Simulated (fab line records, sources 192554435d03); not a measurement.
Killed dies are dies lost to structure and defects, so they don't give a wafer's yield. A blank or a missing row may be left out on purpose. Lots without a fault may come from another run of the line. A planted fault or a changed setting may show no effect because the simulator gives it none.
fab line records | flow n5_finfet
record lots=24 wafers=72 last_day=18
route steps=1938 shown BEOL_M3@949
lots that met no fault: from a run of the same line without faults
start_h: hours from the record's first day to the start of the lot's first wafer shown | wait_h: hours since the lot's step before | " the same as in the row above | L1.1+2: a row that stands for several wafers | - no value, or no start given | * or withheld: withheld | < > ~ a bound
route shown NAME@n: a module of which the file shows steps, and the number in the route of the first | usual: mean/standard deviation of fault-free wafers | same: alike in all rows | chamber/n: place in a boat | sites: the reading at each site | _std_site: their standard deviation | _edge_site: outer sites' mean less inner sites' | radius_mm: how far each site lies from the wafer's centre | mask NAME#n: copy n | behind: the tool/chamber that last shaped the wafer | hold: why the lot was held/for how many hours/how that ended | device: the transistor (n, p or np) that didn't switch | end of line: the same wafers' tests at the end of the route | a step without rows: its recipe alone | killed: dies lost to structure and defects at the first sort, not the wafer's yield | map: a wafer's dies, x killed, . not, _ none there
set.NAME: the setting as run; set.NAME@STEP: as run at that earlier step | model.NAME: the simulator's own value behind a step, which no gauge read
steps of the route over a sample of lots; a table a step, a row a wafer
services: from which hour (start_h, from the record's first day; less than 0 if before it) a tool's chamber was out of use, for how many hours, and why
## steps
# step N5_BEOL_M3_ETCH_63
# recipe chemistry=CF4 target=SiARC target_depth_a=156 mask_material=CAR-EUV time_s=26 ion_energy_ev=80 pressure_mtorr=40 source_w=545 bias_w=36 Ar_flow_sccm=100 cf4_flow_sccm=100 ends=cleared
# usual drypump_motor_current_A=5.42/0.28 etch_rf_on_time_s=25.9/0.51 oes_product_au=0.67/0.085 rf_vpp_V=184.3/1 showerhead_plenum_p_Torr=2.16/0.053 throttle_valve_pct=15.59/0.25
# columns lot.wafer tool chamber start_h wait_h drypump_motor_current_A etch_rf_on_time_s oes_product_au rf_hours_counter_h rf_vpp_V showerhead_plenum_p_Torr throttle_valve_pct
L075.2 rie_diel-06 2 147.12 0.0 5.90 26.2 0.64 180 183.1 2.14 15.91
L075.4 " 0 " " 5.08 25.6 0.65 139 184.9 2.22 15.50
L075.5 " 1 " " 5.42 26.1 0.58 - 185.7 2.20 15.87
L074.2 rie_diel-05 1 149.28 0.0 5.46 25.6 0.80 13 184.0 2.10 15.09
L074.3 " 2 " " 5.68 25.3 0.60 248 183.4 2.20 15.68
L074.6 " 2 " " 5.69 25.1 0.60 - 185.5 2.20 15.68
L076.1 rie_diel-06 0 155.86 0.0 5.09 25.4 0.64 142 184.3 2.22 15.52
L076.4 " 2 " " 5.90 26.1 0.64 183 184.8 2.13 15.92
L076.5 " 1 " " 5.43 26.3 0.58 - 184.7 2.20 15.87
L077.3 rie_diel-06 2 162.99 0.0 5.90 26.1 0.64 185 183.8 2.13 15.94
L077.5 " 3 " " 5.34 26.1 0.62 - 183.4 2.14 15.79
L077.6 " 0 " " 5.10 25.6 0.64 - 184.4 2.22 15.50
L078.1 rie_diel-03 2 188.12 0.0 5.29 26.5 0.58 231 183.7 2.11 15.81
L078.2 " 3 " " 5.13 26.0 0.58 244 185.8 2.19 15.94
L078.5 " 0 " " 5.94 26.7 0.61 - 183.3 2.11 15.39
L080.2 rie_diel-06 0 188.30 0.0 5.06 25.3 0.63 154 186.3 2.22 15.52
L080.3 " 2 " " 5.89 25.9 0.63 195 184.7 2.13 15.96
L080.5 " 3 " " 5.33 26.0 0.61 - 183.3 2.14 15.81
L079.2 rie_diel-05 3 190.48 0.0 5.33 26.3 0.62 162 183.8 2.12 15.62
L079.3 " 1 " " 5.45 26.1 0.78 27 182.2 2.09 15.12
L079.6 " 3 " " 5.32 26.0 0.62 - 182.6 2.12 15.64
L082.3 rie_diel-03 3 194.36 0.0 5.12 25.8 0.58 245 185.1 2.19 15.95
L082.5 " 3 " " 5.14 26.0 0.58 - 184.3 2.19 15.94
L082.6 " 2 " " 5.27 26.0 0.59 - 182.8 2.11 15.83
L081.1 rie_diel-03 1 194.88 0.0 5.27 26.0 0.70 61 184.9 2.28 15.59
L081.3 " 2 " " 5.27 26.3 0.58 233 185.0 2.11 15.80
L081.6 " 0 " " 5.94 27.0 0.61 - 184.0 2.11 15.37
L083.1 rie_diel-03 0 201.10 0.0 5.94 26.6 0.60 197 183.5 2.11 15.38
L083.2 " 1 " " 5.29 26.0 0.69 64 185.4 2.27 15.60
L083.6 " 0 " " 5.95 27.1 0.60 - 183.6 2.11 15.39
L084.1 rie_diel-03 3 201.34 0.0 5.15 25.8 0.59 248 183.5 2.19 15.93
L084.4 " 1 " " 5.28 25.5 0.69 64 183.7 2.27 15.59
L084.5 " 2 " " 5.23 26.1 0.58 - 184.4 2.11 15.80
L085.1 rie_diel-05 3 203.28 0.0 5.32 26.1 0.62 167 183.1 2.12 15.64
L085.3 " 1 " " 5.47 25.6 0.77 32 183.2 2.09 15.15
L085.6 " 3 " " 5.32 25.9 0.62 - 182.6 2.12 15.64
L086.3 rie_diel-03 3 218.00 0.0 5.15 25.8 0.58 250 183.6 2.19 15.96
L086.4 " 1 " " 5.28 25.8 0.69 70 184.6 2.27 15.60
L086.5 " 2 " " 5.23 26.0 0.58 - 185.2 2.11 15.82
L087.2 rie_diel-05 1 228.85 0.0 5.48 25.7 0.76 40 183.3 2.09 15.17
L087.3 " 2 " " 5.71 24.9 0.80 20 184.4 2.19 15.26
L087.5 " 1 " " 5.49 25.7 0.77 - 184.2 2.09 15.15
L088.3 rie_diel-03 0 229.51 0.0 5.92 26.7 0.60 207 183.2 2.11 15.42
L088.5 " 2 " " 5.22 26.2 0.57 - 183.5 2.11 15.84
L088.6 " 0 " " 5.91 26.8 0.59 - 185.5 2.11 15.41
L089.1 rie_diel-06 2 243.98 0.0 5.91 25.9 0.62 206 182.3 2.13 15.97
L089.2 " 0 " " 5.08 25.5 0.62 170 184.1 2.21 15.55
L089.3 " 1 " " 5.43 25.3 0.79 14 186.4 2.19 15.40
L090.2 rie_diel-06 1 249.74 0.0 5.45 25.3 0.78 17 184.7 2.19 15.37
L090.3 " 3 " " 5.35 26.2 0.60 188 183.8 2.14 15.84
L090.4 " 0 " " 5.09 25.4 0.62 172 185.1 2.21 15.56
L091.1 rie_diel-05 2 252.03 0.0 5.65 24.7 0.79 27 182.8 2.19 15.28
L091.2 " 1 " " 5.48 25.8 0.75 46 182.0 2.09 15.18
L091.4 " 3 " " 5.31 26.3 0.61 181 185.9 2.12 15.67
L092.1 rie_diel-05 0 253.64 0.0 5.02 26.1 0.81 11 183.5 2.19 15.55
L092.2 " 1 " " 5.49 25.9 0.75 46 182.8 2.09 15.16
L092.3 " 3 " " 5.33 26.2 0.61 182 183.7 2.12 15.66
L093.1 rie_diel-05 3 264.78 0.0 5.32 26.5 0.60 187 184.0 2.12 15.67
L093.3 " 0 " " 5.03 26.1 0.81 15 184.7 2.19 15.54
L093.5 " 2 " " 5.70 24.9 0.78 - 184.6 2.18 15.28
L094.1 rie_diel-05 0 265.70 0.0 5.01 26.1 0.81 15 184.8 2.19 15.55
L094.4 " 3 " " 5.36 26.3 0.61 187 184.0 2.12 15.68
L094.5 " 3 " " 5.32 26.2 0.61 - 183.3 2.12 15.65
L095.2 rie_diel-03 3 273.27 0.0 5.16 25.6 0.81 7 185.5 2.19 15.45
L095.3 " 1 " " 5.30 26.4 0.66 88 185.2 2.27 15.65
L095.6 " 2 " " 5.27 26.1 0.82 - 185.1 2.11 15.35
L096.1 rie_diel-06 2 278.73 0.0 5.92 25.9 0.62 216 182.1 2.12 16.02
L096.3 " 0 " " 5.10 25.1 0.62 181 185.5 2.21 15.56
L096.4 " 1 " " 5.46 25.2 0.77 25 183.9 2.19 15.41
L097.3 rie_diel-06 1 285.33 0.0 5.43 25.4 0.75 26 185.8 2.19 15.40
L097.5 " 3 " " 5.30 25.8 0.60 - 184.6 2.13 15.87
L097.6 " 0 " " 5.10 25.4 0.62 - 182.8 2.21 15.58
# step N5_BEOL_M3_SURFACE_TREAT_85
# recipe gas=Ar time_s=* ion_energy_ev=* ion_current_ma_cm2=0.5 pressure_mtorr=* ar_flow_sccm=30
# usual throttle_valve_pct=*
# columns lot.wafer tool chamber start_h wait_h throttle_valve_pct
L075.2 pvd_sputter-02 - 155.40 0.2 *
L075.4 " - " " *
L075.5 " - " " *
L074.2 pvd_sputter-02 - 157.06 0.5 *
L074.3 " - " " *
L074.6 " - " " *
L076.1 pvd_sputter-03 - 159.80 0.1 *
L076.4 " - " " *
L076.5 " - " " *
L077.3 pvd_sputter-01 - 176.80 0.3 *
L077.5 " - " " *
L077.6 " - " " *
L079.2 pvd_sputter-02 - 195.37 0.2 *
L079.3 " - " " *
L079.6 " - " " *
L078.1 pvd_sputter-03 - 195.88 0.2 *
L078.2 " - " " *
L078.5 " - " " *
L080.2 pvd_sputter-03 - 198.53 0.2 *
L080.3 " - " " *
L080.5 " - " " *
L082.3 pvd_sputter-02 - 202.11 0.2 *
L082.5 " - " " *
L082.6 " - " " *
L081.1 pvd_sputter-03 - 203.21 0.3 *
L081.3 " - " " *
L081.6 " - " " *
L083.1 pvd_sputter-02 - 206.43 0.2 *
L083.2 " - " " *
L083.6 " - " " *
L084.1 pvd_sputter-02 - 207.39 0.4 *
L084.4 " - " " *
L084.5 " - " " *
L085.1 pvd_sputter-03 - 214.22 0.1 *
L085.3 " - " " *
L085.6 " - " " *
L086.3 pvd_sputter-03 - 229.62 0.3 *
L086.4 " - " " *
L086.5 " - " " *
L087.2 pvd_sputter-01 - 236.95 0.3 *
L087.3 " - " " *
L087.5 " - " " *
L088.3 pvd_sputter-03 - 239.87 0.1 *
L088.5 " - " " *
L088.6 " - " " *
L089.1 pvd_sputter-01 - 246.81 0.1 *
L089.2 " - " " *
L089.3 " - " " *
L090.2 pvd_sputter-01 - 252.91 0.1 *
L090.3 " - " " *
L090.4 " - " " *
L091.1 pvd_sputter-03 - 260.13 0.2 *
L091.2 " - " " *
L091.4 " - " " *
L092.1 pvd_sputter-02 - 265.23 0.2 *
L092.2 " - " " *
L092.3 " - " " *
L095.2 pvd_sputter-01 - 279.37 0.2 *
L095.3 " - " " *
L095.6 " - " " *
L093.1 pvd_sputter-03 - 285.14 0.1 *
L093.3 " - " " *
L093.5 " - " " *
L094.1 pvd_sputter-01 - 290.42 0.3 *
L094.4 " - " " *
L094.5 " - " " *
L096.1 pvd_sputter-03 - 290.43 0.3 *
L096.3 " - " " *
L096.4 " - " " *
L097.3 pvd_sputter-01 - 290.46 0.2 *
L097.5 " - " " *
L097.6 " - " " *
# step N5_BEOL_M3_SPUTTER_79
# recipe material=Cu target_thk_a=45 temp_c=-20 chamber_pressure_pa=0.07 power_w=withheld time_s=8.29
# usual throttle_valve_pct=29.4/1.1
# columns lot.wafer tool chamber start_h wait_h throttle_valve_pct
L075.2 pvd_sputter-01 - 155.86 0.1 29.0
L075.4 " - " " 29.9
L075.5 " - " " 29.3
L074.2 pvd_sputter-01 - 158.22 0.1 30.2
L074.3 " - " " 27.3
L074.6 " - " " 30.3
L076.1 pvd_sputter-01 - 160.24 0.1 30.3
L076.4 " - " " 27.5
L076.5 " - " " 30.5
L077.3 pvd_sputter-01 - 177.38 0.1 30.4
L077.5 " - " " 27.2
L077.6 " - " " 29.8
L079.2 pvd_sputter-02 - 195.89 0.1 30.9
L079.3 " - " " 30.0
L079.6 " - " " 30.1
L078.1 pvd_sputter-01 - 197.89 0.1 29.4
L078.2 " - " " 29.9
L078.5 " - " " 29.3
L080.2 pvd_sputter-03 - 199.03 0.1 30.2
L080.3 " - " " 29.8
L080.5 " - " " 27.4
L082.3 pvd_sputter-02 - 202.57 0.1 28.0
L082.5 " - " " 30.4
L082.6 " - " " 29.8
L081.1 pvd_sputter-03 - 203.75 0.1 29.6
L081.3 " - " " 27.4
L081.6 " - " " 29.5
L083.1 pvd_sputter-03 - 206.91 0.1 29.3
L083.2 " - " " 27.4
L083.6 " - " " 29.3
L084.1 pvd_sputter-02 - 207.89 0.1 30.9
L084.4 " - " " 29.9
L084.5 " - " " 30.9
L085.1 pvd_sputter-01 - 214.68 0.1 29.8
L085.3 " - " " 30.4
L085.6 " - " " 29.6
L086.3 pvd_sputter-02 - 230.06 0.1 30.4
L086.4 " - " " 28.0
L086.5 " - " " 30.5
L087.2 pvd_sputter-03 - 237.44 0.1 29.2
L087.3 " - " " 27.4
L087.5 " - " " 29.5
L088.3 pvd_sputter-01 - 240.50 0.1 30.3
L088.5 " - " " 29.6
L088.6 " - " " 30.4
L089.1 pvd_sputter-02 - 247.37 0.1 27.8
L089.2 " - " " 30.8
L089.3 " - " " 30.3
L090.2 pvd_sputter-03 - 253.43 0.1 27.2
L090.3 " - " " 29.8
L090.4 " - " " 30.1
L091.1 pvd_sputter-03 - 260.71 0.1 30.3
L091.2 " - " " 29.3
L091.4 " - " " 27.4
L092.1 pvd_sputter-02 - 265.73 0.1 30.7
L092.2 " - " " 27.9
L092.3 " - " " 30.3
L095.2 pvd_sputter-01 - 279.87 0.1 29.5
L095.3 " - " " 29.4
L095.6 " - " " 30.0
L093.1 pvd_sputter-03 - 285.61 0.1 29.2
L093.3 " - " " 27.3
L093.5 " - " " 30.3
L094.1 pvd_sputter-01 - 290.92 0.1 27.6
L094.4 " - " " 30.4
L094.5 " - " " 29.4
L096.1 pvd_sputter-03 - 291.11 0.1 29.3
L096.3 " - " " 27.4
L096.4 " - " " 29.5
L097.3 pvd_sputter-02 - 292.42 0.1 28.2
L097.5 " - " " 30.2
L097.6 " - " " 30.0
# step N5_BEOL_M3_SPUTTER_81
# recipe material=Cu target_thk_a=45 temp_c=-20 chamber_pressure_pa=0.07 power_w=withheld time_s=8.29
# usual throttle_valve_pct=29.4/1.1
# columns lot.wafer tool chamber start_h wait_h throttle_valve_pct
L075.2 pvd_sputter-01 - 156.08 0.1 29.7
L075.4 " - " " 29.8
L075.5 " - " " 29.3
L074.2 pvd_sputter-01 - 158.44 0.1 29.9
L074.3 " - " " 27.3
L074.6 " - " " 30.3
L076.1 pvd_sputter-01 - 160.46 0.1 30.3
L076.4 " - " " 27.3
L076.5 " - " " 30.4
L077.3 pvd_sputter-01 - 177.60 0.1 30.5
L077.5 " - " " 27.3
L077.6 " - " " 29.9
L079.2 pvd_sputter-02 - 196.11 0.1 30.9
L079.3 " - " " 29.8
L079.6 " - " " 29.7
L078.1 pvd_sputter-01 - 198.11 0.1 29.6
L078.2 " - " " 30.0
L078.5 " - " " 29.5
L080.2 pvd_sputter-03 - 199.25 0.1 30.2
L080.3 " - " " 29.7
L080.5 " - " " 27.4
L082.3 pvd_sputter-02 - 202.79 0.1 28.0
L082.5 " - " " 30.4
L082.6 " - " " 29.9
L081.1 pvd_sputter-03 - 203.97 0.1 30.0
L081.3 " - " " 27.6
L081.6 " - " " 29.4
L083.1 pvd_sputter-03 - 207.13 0.1 29.3
L083.2 " - " " 27.6
L083.6 " - " " 29.2
L084.1 pvd_sputter-02 - 208.11 0.1 30.8
L084.4 " - " " 30.5
L084.5 " - " " 30.8
L085.1 pvd_sputter-01 - 214.90 0.1 30.0
L085.3 " - " " 30.5
L085.6 " - " " 29.5
L086.3 pvd_sputter-02 - 230.28 0.1 30.2
L086.4 " - " " 28.1
L086.5 " - " " 30.3
L087.2 pvd_sputter-03 - 237.66 0.1 29.0
L087.3 " - " " 27.4
L087.5 " - " " 29.2
L088.3 pvd_sputter-01 - 240.72 0.1 30.3
L088.5 " - " " 29.5
L088.6 " - " " 30.4
L089.1 pvd_sputter-02 - 247.59 0.1 28.0
L089.2 " - " " 30.9
L089.3 " - " " 30.3
L090.2 pvd_sputter-03 - 253.65 0.1 27.6
L090.3 " - " " 29.7
L090.4 " - " " 30.0
L091.1 pvd_sputter-03 - 260.93 0.1 30.0
L091.2 " - " " 29.4
L091.4 " - " " 27.5
L092.1 pvd_sputter-02 - 265.95 0.1 30.8
L092.2 " - " " 28.0
L092.3 " - " " 30.4
L095.2 pvd_sputter-01 - 280.09 0.1 29.8
L095.3 " - " " 29.3
L095.6 " - " " 30.0
L093.1 pvd_sputter-03 - 285.83 0.1 29.4
L093.3 " - " " 27.1
L093.5 " - " " 30.1
L094.1 pvd_sputter-01 - 291.14 0.1 27.5
L094.4 " - " " 30.1
L094.5 " - " " 29.3
L096.1 pvd_sputter-03 - 291.33 0.1 29.2
L096.3 " - " " 27.3
L096.4 " - " " 29.7
L097.3 pvd_sputter-02 - 292.64 0.1 27.7
L097.5 " - " " 30.3
L097.6 " - " " 30.0
# step N5_BEOL_M3_ANNEAL_89
# recipe temp_c=400 time_s=240 ambient=vacuum
# usual heater_power_w=842/78
# columns lot.wafer tool chamber start_h wait_h heater_power_w
L075.2 pvd_sputter-01 - 156.60 0.0 909
L075.4 " - " " 802
L075.5 " - " " 893
L074.2 pvd_sputter-01 - 158.96 0.0 789
L074.3 " - " " 801
L074.6 " - " " 773
L076.1 pvd_sputter-01 - 160.98 0.0 802
L076.4 " - " " 812
L076.5 " - " " 777
L077.3 pvd_sputter-01 - 178.12 0.0 795
L077.5 " - " " 807
L077.6 " - " " 792
L079.2 pvd_sputter-02 - 196.63 0.0 896
L079.3 " - " " 814
L079.6 " - " " 809
L078.1 pvd_sputter-01 - 198.63 0.0 866
L078.2 " - " " 786
L078.5 " - " " 868
L080.2 pvd_sputter-03 - 199.77 0.0 850
L080.3 " - " " 836
L080.5 " - " " 687
L082.3 pvd_sputter-02 - 203.31 0.0 813
L082.5 " - " " 1031
L082.6 " - " " 799
L081.1 pvd_sputter-03 - 204.49 0.0 835
L081.3 " - " " 686
L081.6 " - " " 886
L083.1 pvd_sputter-03 - 207.65 0.0 891
L083.2 " - " " 683
L083.6 " - " " 867
L084.1 pvd_sputter-02 - 208.63 0.0 917
L084.4 " - " " 1030
L084.5 " - " " 920
L085.1 pvd_sputter-01 - 215.42 0.0 818
L085.3 " - " " 809
L085.6 " - " " 868
L086.3 pvd_sputter-02 - 230.80 0.0 1041
L086.4 " - " " 800
L086.5 " - " " 1021
L087.2 pvd_sputter-03 - 238.18 0.0 905
L087.3 " - " " 686
L087.5 " - " " 892
L088.3 pvd_sputter-01 - 241.24 0.0 776
L088.5 " - " " 908
L088.6 " - " " 796
L089.1 pvd_sputter-02 - 248.11 0.0 835
L089.2 " - " " 911
L089.3 " - " " 1020
L090.2 pvd_sputter-03 - 254.17 0.0 705
L090.3 " - " " 844
L090.4 " - " " 853
L091.1 pvd_sputter-03 - 261.45 0.0 878
L091.2 " - " " 884
L091.4 " - " " 679
L092.1 pvd_sputter-02 - 266.47 0.0 887
L092.2 " - " " 809
L092.3 " - " " 1044
L095.2 pvd_sputter-01 - 280.61 0.0 808
L095.3 " - " " 894
L095.6 " - " " 805
L093.1 pvd_sputter-03 - 286.35 0.0 877
L093.3 " - " " 686
L093.5 " - " " 868
L094.1 pvd_sputter-01 - 291.66 0.0 814
L094.4 " - " " 805
L094.5 " - " " 879
L096.1 pvd_sputter-03 - 291.85 0.0 869
L096.3 " - " " 690
L096.4 " - " " 880
L097.3 pvd_sputter-02 - 293.16 0.0 794
L097.5 " - " " 1031
L097.6 " - " " 800
# step N5_BEOL_M3_ANNEAL_91
# recipe temp_c=400 time_s=240 ambient=vacuum
# usual heater_power_w=841/75
# columns lot.wafer tool chamber start_h wait_h heater_power_w
L075.2 pvd_sputter-01 - 156.82 0.0 881
L075.4 " - " " 805
L075.5 " - " " 876
L074.2 pvd_sputter-01 - 159.18 0.0 798
L074.3 " - " " 808
L074.6 " - " " 812
L076.1 pvd_sputter-01 - 161.20 0.0 817
L076.4 " - " " 808
L076.5 " - " " 793
L077.3 pvd_sputter-01 - 178.34 0.0 802
L077.5 " - " " 802
L077.6 " - " " 816
L079.2 pvd_sputter-02 - 196.85 0.0 891
L079.3 " - " " 803
L079.6 " - " " 817
L078.1 pvd_sputter-01 - 198.85 0.0 856
L078.2 " - " " 818
L078.5 " - " " 900
L080.2 pvd_sputter-03 - 199.99 0.0 856
L080.3 " - " " 847
L080.5 " - " " 691
L082.3 pvd_sputter-02 - 203.53 0.0 796
L082.5 " - " " 1038
L082.6 " - " " 806
L081.1 pvd_sputter-03 - 204.71 0.0 834
L081.3 " - " " 697
L081.6 " - " " 886
L083.1 pvd_sputter-03 - 207.87 0.0 883
L083.2 " - " " 694
L083.6 " - " " 893
L084.1 pvd_sputter-02 - 208.85 0.0 904
L084.4 " - " " 1044
L084.5 " - " " 882
L085.1 pvd_sputter-01 - 215.64 0.0 785
L085.3 " - " " 793
L085.6 " - " " 889
L086.3 pvd_sputter-02 - 231.02 0.0 1030
L086.4 " - " " 823
L086.5 " - " " 1026
L087.2 pvd_sputter-03 - 238.40 0.0 883
L087.3 " - " " 689
L087.5 " - " " 879
L088.3 pvd_sputter-01 - 241.46 0.0 802
L088.5 " - " " 885
L088.6 " - " " 793
L089.1 pvd_sputter-02 - 248.33 0.0 804
L089.2 " - " " 891
L089.3 " - " " 1041
L090.2 pvd_sputter-03 - 254.39 0.0 702
L090.3 " - " " 836
L090.4 " - " " 864
L091.1 pvd_sputter-03 - 261.67 0.0 874
L091.2 " - " " 886
L091.4 " - " " 694
L092.1 pvd_sputter-02 - 266.69 0.0 893
L092.2 " - " " 818
L092.3 " - " " 1026
L095.2 pvd_sputter-01 - 280.83 0.0 806
L095.3 " - " " 878
L095.6 " - " " 788
L093.1 pvd_sputter-03 - 286.57 0.0 907
L093.3 " - " " 684
L093.5 " - " " 863
L094.1 pvd_sputter-01 - 291.88 0.0 788
L094.4 " - " " 795
L094.5 " - " " 909
L096.1 pvd_sputter-03 - 292.07 0.0 877
L096.3 " - " " 682
L096.4 " - " " 855
L097.3 pvd_sputter-02 - 293.38 0.0 781
L097.5 " - " " 1008
L097.6 " - " " 802
## services
# columns tool chamber start_h hours kind
pvd_sputter-03 - 152.34 6.3 repair
rie_diel-05 2 156.15 - clean
rie_diel-05 2 156.15 - consumable_replace:focus_ring
pvd_sputter-03 - 160.23 10.0 repair
rie_diel-06 0 169.70 4.3 repair
rie_diel-06 1 173.98 - clean
rie_diel-06 1 173.98 - consumable_replace:focus_ring
rie_diel-06 1 173.98 20.7 scheduled_down
rie_diel-06 1 173.98 20.7 vent_cycle
rie_diel-05 0 183.06 - clean
rie_diel-05 0 183.06 - consumable_replace:focus_ring
rie_diel-05 0 183.06 30.2 scheduled_down
rie_diel-05 0 183.06 30.2 vent_cycle
rie_diel-05 - 184.13 1.2 repair
rie_diel-03 3 207.89 9.7 repair
rie_diel-03 - 223.67 1.2 repair
rie_diel-06 3 226.39 4.2 repair
rie_diel-06 2 227.03 16.7 repair
pvd_sputter-02 - 239.55 2.6 repair
rie_diel-03 - 252.99 2.8 pm
rie_diel-03 3 257.10 10.3 repair
rie_diel-03 0 275.51 4.4 repair
rie_diel-03 - 281.98 0.1 repair
rie_diel-06 0 287.29 12.3 repair
## key
fault none
